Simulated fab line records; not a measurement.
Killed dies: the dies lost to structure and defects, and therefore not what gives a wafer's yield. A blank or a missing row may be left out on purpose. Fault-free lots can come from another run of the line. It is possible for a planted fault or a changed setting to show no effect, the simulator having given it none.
fab line records + flow n5_finfet
record
- lots=9
- wafers=27
- last_day=19
route steps=1938 shown WELL_APT@33 PMOS_HMC_CHANNEL_EPI@73 BEOL_M4@1111
lots with no fault: from the same line, run without faults
start_h: hours from the record's first day to the start of the lot's first wafer shown + wait_h: hours from the lot's prior step to this one + " as in the row above + L1.1+2: a row that stands for several wafers + - no value present, or no start provided + * or withheld: withheld + < > ~ a bound
route shown NAME@n: NAME is a module with steps in the file, n the number in the route of the first one + usual: average and standard deviation across the fault-free wafers + same: alike in all rows + chamber/n: place in a boat + sites: per-site readings + _std_site: their standard deviation + _edge_site: outer sites' mean less inner sites' + radius_mm: how far each site lies from the wafer's centre + mask NAME#n: copy n + behind: the tool/chamber that last shaped the wafer + hold: reason for holding the lot/hours on hold/outcome of the hold + device: the transistor (n, p or np) that didn't switch + end of line: the route-end tests of the same wafers + where a step has no rows: the recipe by itself + killed: count of dies lost to structure and defects at first sort (not the wafer's yield) + map: per-die view of a wafer (x killed, . not killed, _ where there is no die)
set.NAME: the setting the step ran with; set.NAME@STEP: the setting that earlier step ran with + model.NAME: the simulator's own value behind a step, which no gauge read
route steps across a sampled set of lots; one table per step, one row per wafer
services: from which hour (start_h, from the record's first day; less than 0 if before it) a tool's chamber was out of use, for how many hours, and why
## steps
# step N5_WELL_APT_IMPLANT_15
# recipe
- species=As
- energy_kev=25
- dose_cm2=1.5e+13
- tilt_deg=0
- rotation_deg=0
# usual
- dose_ions_cm2=1.5001e+13/1.6e+10
- end_station_pressure_torr=5.16e-06/2.9e-07
- faraday_current_uA=190/3.6
- rotation_deg=-0.003/0.019
| lot.wafer | tool         | chamber | start_h | wait_h | dose_ions_cm2 | end_station_pressure_torr | faraday_current_uA | rotation_deg |
|-----------|--------------|---------|---------|--------|---------------|---------------------------|--------------------|--------------|
| L188.1    | implanter-02 | 0       | 26.85   | 0.1    | 1.4983e+13    | 5.01e-06                  | 189                | -0.007       |
| L188.5    | "            | 0       | "       | "      | 1.4994e+13    | 5.17e-06                  | 198                | -0.016       |
| L188.6    | "            | 0       | "       | "      | 1.4988e+13    | 4.91e-06                  | 194                | 0.028        |
| L189.2    | implanter-01 | 0       | 32.45   | 0.1    | 1.4995e+13    | 5.29e-06                  | 192                | 0.007        |
| L189.3    | "            | 0       | "       | "      | 1.5026e+13    | 5.36e-06                  | 188                | -0.014       |
| L189.6    | "            | 0       | "       | "      | 1.5014e+13    | 5.58e-06                  | 195                | -0.002       |
| L190.2    | implanter-01 | 0       | 38.56   | 0.1    | 2.2977e+13    | 4.6e-06                   | 294                | 0.006        |
| L190.5    | "            | 0       | "       | "      | 2.298e+13     | 5.2e-06                   | 296                | 0.043        |
| L190.6    | "            | 0       | "       | "      | 2.2985e+13    | 5.11e-06                  | 286                | 0.024        |
| L191.3    | implanter-01 | 0       | 44.27   | 0.1    | 2.297e+13     | 5.18e-06                  | 280                | -0.030       |
| L191.4    | "            | 0       | "       | "      | 2.2994e+13    | 5.73e-06                  | 290                | 0.000        |
| L191.6    | "            | 0       | "       | "      | 2.2992e+13    | 5.2e-06                   | 300                | -0.012       |
| L193.1    | implanter-01 | 0       | 56.26   | 0.1    | 2.298e+13     | 5.46e-06                  | 301                | -0.005       |
| L193.3    | "            | 0       | "       | "      | 2.299e+13     | 5.36e-06                  | 291                | -0.004       |
| L193.6    | "            | 0       | "       | "      | 2.2974e+13    | 5.25e-06                  | 289                | -0.007       |
| L201.1    | implanter-02 | 0       | 105.17  | 0.1    | 1.5006e+13    | 5.1e-06                   | 191                | -0.026       |
| L201.2    | "            | 0       | "       | "      | 1.5018e+13    | 5.59e-06                  | 188                | 0.011        |
| L201.5    | "            | 0       | "       | "      | 1.5008e+13    | 5.06e-06                  | 189                | -0.004       |
| L203.3    | implanter-01 | 0       | 116.37  | 0.1    | 1.4994e+13    | 5.25e-06                  | 190                | 0.007        |
| L203.4    | "            | 0       | "       | "      | 1.5e+13       | 5.14e-06                  | 195                | 0.021        |
| L203.5    | "            | 0       | "       | "      | 1.5014e+13    | 5.21e-06                  | 189                | 0.018        |
| L204.1    | implanter-02 | 0       | 122.15  | 0.1    | 1.5016e+13    | 5.14e-06                  | 192                | 0.007        |
| L204.3    | "            | 0       | "       | "      | 1.4999e+13    | 4.94e-06                  | 195                | -0.004       |
| L204.5    | "            | 0       | "       | "      | 1.4983e+13    | 5.17e-06                  | 192                | -0.020       |
| L209.2    | implanter-02 | 0       | 152.08  | 0.1    | 1.5018e+13    | 4.86e-06                  | 193                | 0.010        |
| L209.4    | "            | 0       | "       | "      | 1.5004e+13    | 5.12e-06                  | 189                | 0.025        |
| L209.6    | "            | 0       | "       | "      | 1.5018e+13    | 4.89e-06                  | 195                | 0.012        |
# step N5_WELL_APT_RTA_34
# recipe
- temp_c=1000
- time_s=10
- ambient=N2
- idle_temp_c=600
- ramp_up_c_per_s=150
- ramp_down_c_per_s=60
- cool_to_c=600
# usual
- lamp_power_pct=13.01/0.051
- lamp_zone_1_pct=13.00/0.039
- wafer_temp_C_max=1003.6/1
# same
- time_s=10
| lot.wafer | tool          | chamber | start_h | wait_h | lamp_power_pct | lamp_zone_1_pct | wafer_temp_C_max |
|-----------|---------------|---------|---------|--------|----------------|-----------------|------------------|
| L188.1    | rtp_anneal-02 | 0       | 28.93   | 0.0    | 13.01          | 13.01           | 1001.9           |
| L188.5    | "             | 0       | "       | "      | 13.04          | 12.96           | 1002.7           |
| L188.6    | "             | 0       | "       | "      | 13.01          | 13.00           | 1004.8           |
| L189.2    | rtp_anneal-02 | 0       | 34.07   | 0.1    | 13.06          | 12.94           | 1002.0           |
| L189.3    | "             | 0       | "       | "      | 12.91          | 12.98           | 1003.8           |
| L189.6    | "             | 0       | "       | "      | 13.07          | 13.02           | 1005.8           |
| L190.2    | rtp_anneal-01 | 0       | 40.30   | 0.0    | 13.01          | 12.92           | 1004.3           |
| L190.5    | "             | 0       | "       | "      | 12.97          | 12.91           | 1004.5           |
| L190.6    | "             | 0       | "       | "      | 12.92          | 13.07           | 1003.5           |
| L191.3    | rtp_anneal-02 | 0       | 46.00   | 0.2    | 13.06          | 12.91           | 1003.7           |
| L191.4    | "             | 0       | "       | "      | 12.97          | 12.97           | 1002.6           |
| L191.6    | "             | 0       | "       | "      | 13.04          | 13.03           | 1002.9           |
| L193.1    | rtp_anneal-02 | 0       | 57.86   | 0.0    | 12.96          | 12.95           | 1002.7           |
| L193.3    | "             | 0       | "       | "      | 12.95          | 12.97           | 1003.7           |
| L193.6    | "             | 0       | "       | "      | 12.97          | 12.92           | 1002.6           |
| L201.1    | rtp_anneal-01 | 0       | 106.90  | 0.0    | 12.99          | 12.99           | 1005.2           |
| L201.2    | "             | 0       | "       | "      | 12.95          | 13.04           | 1003.7           |
| L201.5    | "             | 0       | "       | "      | 12.95          | 13.02           | 1003.8           |
| L203.3    | rtp_anneal-01 | 0       | 118.18  | 0.1    | 13.01          | 12.95           | 1004.7           |
| L203.4    | "             | 0       | "       | "      | 12.91          | 12.96           | 1005.1           |
| L203.5    | "             | 0       | "       | "      | 13.05          | 13.01           | 1003.7           |
| L204.1    | rtp_anneal-01 | 0       | 124.08  | 0.2    | 13.04          | 13.01           | 1004.5           |
| L204.3    | "             | 0       | "       | "      | 13.04          | 12.98           | 1003.3           |
| L204.5    | "             | 0       | "       | "      | 12.99          | 12.99           | 1003.2           |
| L209.2    | rtp_anneal-01 | 0       | 153.67  | 0.0    | 13.10          | 12.98           | 1002.0           |
| L209.4    | "             | 0       | "       | "      | 12.98          | 12.98           | 1001.3           |
| L209.6    | "             | 0       | "       | "      | 12.91          | 12.98           | 1002.4           |
# step N5_PMOS_HMC_CHANNEL_EPI_ETCH_38
# recipe
- chemistry=CF4
- target=SiO2
- target_depth_a=15
- ion_energy_ev=350
- pressure_mtorr=10
- icp_w=800
- bias_w=400
- cf4_flow_sccm=80
# usual
- drypump_motor_current_A=5.5/0.6
- oes_product_au=1.001/0.017
- throttle_valve_pct=21.84/0.23
| lot.wafer | tool      | chamber | start_h | wait_h | drypump_motor_current_A | oes_product_au | rf_hours_counter_h | throttle_valve_pct |
|-----------|-----------|---------|---------|--------|-------------------------|----------------|--------------------|--------------------|
| L188.1    | rie_si-01 | 2       | 31.21   | 0.0    | 5.1                     | 0.995          | 99                 | 21.77              |
| L188.5    | "         | 0       | "       | "      | 5.2                     | 1.019          | -                  | 22.26              |
| L188.6    | "         | 1       | "       | "      | 5.7                     | 0.980          | -                  | 21.80              |
| L189.2    | rie_si-01 | 0       | 35.90   | 0.0    | 5.2                     | 1.024          | 203                | 22.27              |
| L189.3    | "         | 1       | "       | "      | 5.7                     | 0.984          | 108                | 21.79              |
| L189.6    | "         | 2       | "       | "      | 5.1                     | 0.999          | -                  | 21.79              |
| L190.2    | rie_si-01 | 0       | 42.37   | 0.0    | 5.2                     | 1.019          | 203                | 22.28              |
| L190.5    | "         | 3       | "       | "      | 4.8                     | 0.983          | -                  | 22.18              |
| L190.6    | "         | 0       | "       | "      | 5.2                     | 1.016          | -                  | 22.27              |
| L191.3    | rie_si-01 | 1       | 47.82   | 0.0    | 5.7                     | 0.991          | 109                | 21.78              |
| L191.4    | "         | 3       | "       | "      | 4.8                     | 1.000          | -                  | 22.20              |
| L191.6    | "         | 1       | "       | "      | 5.7                     | 0.988          | -                  | 21.77              |
| L193.1    | rie_si-04 | 1       | 59.70   | 0.0    | 6.6                     | 1.014          | 6                  | 21.90              |
| L193.3    | "         | 2       | "       | "      | 5.2                     | 1.008          | 149                | 21.77              |
| L193.6    | "         | 2       | "       | "      | 5.1                     | 1.009          | -                  | 21.77              |
| L201.1    | rie_si-04 | 0       | 108.74  | 0.0    | 6.3                     | 0.973          | 1                  | 21.44              |
| L201.2    | "         | 1       | "       | "      | 6.6                     | 1.016          | 7                  | 21.91              |
| L201.5    | "         | 3       | "       | "      | 5.0                     | 0.986          | -                  | 21.77              |
| L203.3    | rie_si-01 | 2       | 119.85  | 0.0    | 5.0                     | 1.006          | 101                | 21.80              |
| L203.4    | "         | 0       | "       | "      | 5.2                     | 1.004          | 1                  | 22.18              |
| L203.5    | "         | 1       | "       | "      | 5.6                     | 0.986          | -                  | 21.79              |
| L204.1    | rie_si-03 | 1       | 125.79  | 0.0    | 5.7                     | 0.970          | 30                 | 21.35              |
| L204.3    | "         | 0       | "       | "      | 5.0                     | 0.986          | 44                 | 21.61              |
| L204.5    | "         | 0       | "       | "      | 5.0                     | 0.985          | -                  | 21.59              |
| L209.2    | rie_si-04 | 1       | 155.52  | 0.0    | 6.6                     | 1.021          | 8                  | 21.90              |
| L209.4    | "         | 3       | "       | "      | 5.0                     | 0.999          | 1                  | 21.76              |
| L209.6    | "         | 0       | "       | "      | 6.3                     | 0.994          | -                  | 21.45              |
# step N5_PMOS_HMC_CHANNEL_EPI_FIN_RECESS_16
# recipe
- chemistry=HBr/Cl2
- target=Si
- mask_material=SiO2
- target_depth_a=540
- time_s=18
- pressure_mtorr=10
- icp_w=800
- bias_w=75
- HBr_flow_sccm=150
- Cl2_flow_sccm=80
# usual
- drypump_motor_current_A=5.5/0.61
- oes_product_au=1.001/0.017
- throttle_valve_pct=35.52/0.29
# same
- time_s=18
| lot.wafer | tool      | chamber | start_h | wait_h | drypump_motor_current_A | oes_product_au | rf_hours_counter_h | throttle_valve_pct |
|-----------|-----------|---------|---------|--------|-------------------------|----------------|--------------------|--------------------|
| L188.1    | rie_si-01 | 2       | 31.23   | 0.0    | 5.0                     | 0.987          | 99                 | 35.60              |
| L188.5    | "         | 0       | "       | "      | 5.2                     | 1.016          | -                  | 36.09              |
| L188.6    | "         | 1       | "       | "      | 5.7                     | 0.980          | -                  | 35.34              |
| L189.2    | rie_si-01 | 0       | 35.92   | 0.0    | 5.2                     | 1.024          | 203                | 36.07              |
| L189.3    | "         | 1       | "       | "      | 5.7                     | 0.979          | 108                | 35.33              |
| L189.6    | "         | 2       | "       | "      | 5.1                     | 0.994          | -                  | 35.59              |
| L190.2    | rie_si-01 | 0       | 42.39   | 0.0    | 5.2                     | 1.017          | 203                | 36.09              |
| L190.5    | "         | 3       | "       | "      | 4.8                     | 0.991          | -                  | 35.91              |
| L190.6    | "         | 0       | "       | "      | 5.2                     | 1.016          | -                  | 36.09              |
| L191.3    | rie_si-01 | 1       | 47.84   | 0.0    | 5.7                     | 0.982          | 109                | 35.33              |
| L191.4    | "         | 3       | "       | "      | 4.8                     | 0.988          | -                  | 35.91              |
| L191.6    | "         | 1       | "       | "      | 5.7                     | 0.980          | -                  | 35.35              |
| L193.1    | rie_si-04 | 1       | 59.72   | 0.0    | 6.5                     | 1.019          | 6                  | 35.76              |
| L193.3    | "         | 2       | "       | "      | 5.1                     | 0.999          | 149                | 35.37              |
| L193.6    | "         | 2       | "       | "      | 5.1                     | 1.011          | -                  | 35.35              |
| L201.1    | rie_si-04 | 0       | 108.76  | 0.0    | 6.3                     | 0.983          | 1                  | 35.07              |
| L201.2    | "         | 1       | "       | "      | 6.6                     | 1.026          | 7                  | 35.75              |
| L201.5    | "         | 3       | "       | "      | 5.0                     | 0.986          | -                  | 35.31              |
| L203.3    | rie_si-01 | 2       | 119.87  | 0.0    | 5.1                     | 1.004          | 101                | 35.57              |
| L203.4    | "         | 0       | "       | "      | 5.2                     | 1.006          | 1                  | 36.03              |
| L203.5    | "         | 1       | "       | "      | 5.7                     | 0.980          | -                  | 35.34              |
| L204.1    | rie_si-03 | 1       | 125.81  | 0.0    | 5.7                     | 0.984          | 30                 | 34.99              |
| L204.3    | "         | 0       | "       | "      | 5.1                     | 0.973          | 44                 | 35.27              |
| L204.5    | "         | 0       | "       | "      | 5.0                     | 0.998          | -                  | 35.23              |
| L209.2    | rie_si-04 | 1       | 155.54  | 0.0    | 6.5                     | 1.023          | 8                  | 35.75              |
| L209.4    | "         | 3       | "       | "      | 5.1                     | 0.990          | 1                  | 35.31              |
| L209.6    | "         | 0       | "       | "      | 6.3                     | 0.985          | -                  | 35.06              |
# step N5_BEOL_M4_RC_MEAS_101
# usual
- CJ_P=5.79/0.15
- DIBL_N=35.9/1.3
- DIBL_P=35.9/1.5
- IOFF_N=0.152/0.023
- IOFF_P=0.204/0.027
- IOFF_P_LONG=0.000104/8.4e-06
- ION_N=673/9.2
- ION_P=462/6.7
- SS_N=71.4/0.48
- SS_P=73.2/0.55
- VT_N=250.3/2.6
- VT_P=-250.6/3
| lot.wafer | tool      | chamber | start_h | wait_h | CJ_P | DIBL_N[mV/V] | DIBL_P[mV/V] | IOFF_N[nA/um] | IOFF_P[nA/um] | IOFF_P_LONG[nA/um] | ION_N[uA/um] | ION_P[uA/um] | SS_N[mV/dec] | SS_P[mV/dec] | VT_N[mV] | VT_P[mV] |
|-----------|-----------|---------|---------|--------|------|--------------|--------------|---------------|---------------|--------------------|--------------|--------------|--------------|--------------|----------|----------|
| L188.1    | prober-02 | 0       | 188.38  | 0.0    | 5.71 | 33.8         | 34.7         | 0.143         | 0.199         | 0.000111           | 667          | 461          | 71.0         | 72.4         | 250.9    | -250.0   |
| L188.5    | "         | 0       | "       | "      | 5.82 | 33.5         | 34.5         | 0.133         | 0.186         | 0.000113           | 672          | 464          | 71.5         | 72.5         | 250.1    | -250.8   |
| L188.6    | "         | 0       | "       | "      | 5.76 | 33.9         | 35.1         | 0.139         | 0.199         | 0.000112           | 663          | 464          | 70.9         | 72.8         | 250.9    | -250.2   |
| L191.3    | prober-01 | 0       | 208.75  | 0.3    | 7.34 | 36.4         | 35.7         | 0.154         | 0.196         | 0.000144           | 679          | 462          | 72.0         | 73.5         | 249.3    | -250.9   |
| L191.4    | "         | 0       | "       | "      | 7.52 | 37.3         | 37.3         | 0.167         | 0.214         | 0.000146           | 662          | 459          | 71.9         | 74.8         | 248.3    | -250.3   |
| L191.6    | "         | 0       | "       | "      | 7.41 | 35.5         | 35.4         | 0.135         | 0.186         | 0.000145           | 666          | 462          | 71.7         | 72.8         | 249.8    | -253.8   |
| L189.2    | prober-02 | 0       | 210.39  | 0.2    | 5.82 | 36.5         | 37.3         | 0.167         | 0.198         | 9.2e-05            | 677          | 461          | 70.8         | 74.3         | 249.8    | -253.7   |
| L189.3    | "         | 0       | "       | "      | 5.79 | 35.0         | 36.3         | 0.150         | 0.182         | 9.2e-05            | 679          | 452          | 71.0         | 73.0         | 252.0    | -254.3   |
| L189.6    | "         | 0       | "       | "      | 5.62 | 36.1         | 37.1         | 0.163         | 0.197         | 8.9e-05            | 680          | 462          | 71.5         | 73.2         | 248.3    | -251.2   |
| L190.2    | prober-01 | 0       | 213.20  | 0.2    | 7.14 | 36.6         | 36.5         | 0.135         | 0.172         | 0.000136           | 670          | 455          | 71.2         | 72.8         | 253.0    | -253.8   |
| L190.5    | "         | 0       | "       | "      | 7.23 | 35.3         | 34.6         | 0.122         | 0.156         | 0.00014            | 676          | 452          | 70.6         | 72.6         | 253.1    | -254.4   |
| L190.6    | "         | 0       | "       | "      | 7.22 | 37.3         | 38.0         | 0.162         | 0.211         | 0.000142           | 685          | 468          | 71.8         | 73.6         | 251.9    | -250.7   |
| L193.1    | prober-02 | 0       | 240.07  | 0.2    | 7.29 | 34.9         | 35.6         | 0.133         | 0.186         | 0.000153           | 680          | 466          | 71.8         | 73.1         | 252.7    | -251.1   |
| L193.3    | "         | 0       | "       | "      | 6.85 | 34.8         | 33.8         | 0.126         | 0.159         | 0.000131           | 670          | 454          | 71.0         | 73.6         | 253.6    | -255.0   |
| L193.6    | "         | 0       | "       | "      | 6.99 | 34.8         | 34.8         | 0.130         | 0.175         | 0.000139           | 668          | 461          | 71.0         | 72.1         | 253.5    | -253.0   |
| L201.1    | prober-02 | 0       | 278.09  | 0.0    | 5.78 | 37.4         | 34.7         | 0.139         | 0.161         | 9.6e-05            | 679          | 457          | 71.0         | 72.6         | 251.0    | -255.2   |
| L201.2    | "         | 0       | "       | "      | 5.85 | 39.0         | 36.7         | 0.163         | 0.193         | 9.6e-05            | 689          | 463          | 71.4         | 73.7         | 248.7    | -253.3   |
| L201.5    | "         | 0       | "       | "      | 5.86 | 36.4         | 33.5         | 0.121         | 0.149         | 9.6e-05            | 669          | 452          | 71.3         | 72.6         | 252.4    | -252.7   |
| L204.1    | prober-02 | 0       | 302.23  | 0.0    | 5.90 | 34.5         | 36.0         | 0.143         | 0.198         | 0.000111           | 681          | 470          | 71.5         | 73.3         | 252.2    | -248.9   |
| L204.3    | "         | 0       | "       | "      | 5.99 | 33.8         | 35.6         | 0.137         | 0.187         | 0.000112           | 665          | 466          | 71.2         | 73.1         | 253.1    | -253.0   |
| L204.5    | "         | 0       | "       | "      | 5.82 | 35.7         | 37.6         | 0.164         | 0.223         | 0.000111           | 681          | 467          | 71.5         | 73.5         | 249.4    | -251.9   |
| L203.3    | prober-01 | 0       | 302.78  | 0.3    | 5.37 | 36.5         | 36.9         | 0.146         | 0.178         | 8.8e-05            | 671          | 459          | 70.9         | 73.0         | 250.3    | -251.8   |
| L203.4    | "         | 0       | "       | "      | 5.73 | 36.6         | 37.0         | 0.141         | 0.178         | 9.3e-05            | 660          | 451          | 70.4         | 72.9         | 250.9    | -254.6   |
| L203.5    | "         | 0       | "       | "      | 5.57 | 36.1         | 36.0         | 0.139         | 0.168         | 9.2e-05            | 674          | 457          | 71.4         | 73.4         | 249.9    | -253.8   |
| L209.2    | prober-02 | 0       | 334.79  | 0.2    | 5.85 | 35.3         | 34.3         | 0.134         | 0.219         | 0.000117           | 657          | 466          | 71.6         | 73.2         | 252.8    | -247.0   |
| L209.4    | "         | 0       | "       | "      | 5.81 | 35.2         | 34.4         | 0.130         | 0.216         | 0.000118           | 667          | 471          | 71.4         | 72.1         | 249.9    | -247.9   |
| L209.6    | "         | 0       | "       | "      | 5.88 | 35.9         | 35.3         | 0.146         | 0.240         | 0.000117           | 678          | 477          | 71.1         | 73.7         | 251.0    | -244.7   |
## services
| tool         | chamber | start_h | hours | kind           |
|--------------|---------|---------|-------|----------------|
| implanter-01 | -       | 3.78    | 2.2   | repair         |
| rie_si-04    | 3       | 11.54   | 4.0   | repair         |
| implanter-02 | -       | 33.76   | 6.1   | repair         |
| rie_si-01    | 0       | 47.68   | -     | clean          |
| rie_si-01    | 0       | 47.68   | 31.9  | scheduled_down |
| rie_si-01    | 0       | 47.68   | 31.9  | vent_cycle     |
| rie_si-04    | 0       | 51.03   | -     | clean          |
| rie_si-04    | 0       | 51.03   | 14.5  | scheduled_down |
| rie_si-04    | 0       | 51.03   | 14.5  | vent_cycle     |
| implanter-01 | -       | 58.91   | 0.5   | repair         |
| rie_si-04    | 3       | 65.56   | -     | clean          |
| rie_si-04    | 3       | 65.56   | 19.6  | scheduled_down |
| rie_si-04    | 3       | 65.56   | 19.6  | vent_cycle     |
| implanter-01 | -       | 72.68   | 21.2  | pm             |
| rie_si-04    | 2       | 129.46  | 6.7   | repair         |
| implanter-02 | -       | 140.28  | 2.4   | pm             |
## key
first_sign
- step=N5_WELL_APT_IMPLANT_15
- reading=dose_ions_cm2
- direction=up
- sigmas=99+
- usual=1.5001e+13
- struck=2.2982e+13
effect
- step=N5_WELL_APT_IMPLANT_15
- reading=faraday_current_uA
- direction=up
- sigmas=29
- usual=190
- struck=292
effect
- step=N5_BEOL_M4_RC_MEAS_101
- reading=CJ_P
- direction=up
- sigmas=9.5
- usual=5.79
- struck=7.22
effect
- step=N5_BEOL_M4_RC_MEAS_101
- reading=IOFF_P_LONG
- direction=up
- sigmas=4.5
- usual=0.000104
- struck=0.000142
met_at N5_WELL_APT_IMPLANT_15
struck_lots L190,L191,L193
not_acting_at N5_WELL_APT_RTA_34,N5_PMOS_HMC_CHANNEL_EPI_ETCH_38,N5_PMOS_HMC_CHANNEL_EPI_FIN_RECESS_16
onset_between 32.45 38.56
fault
- kind=process_parameter_drift
- tool=implanter-01
- chamber=-
- onset_h=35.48
- steps=N5_WELL_APT_IMPLANT_15
- channel=dose_cm2
- offset=7.9839e+12
- shape=step
- end_h=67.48
- acts_in=these_recipes_only
- stated=1.5e+13
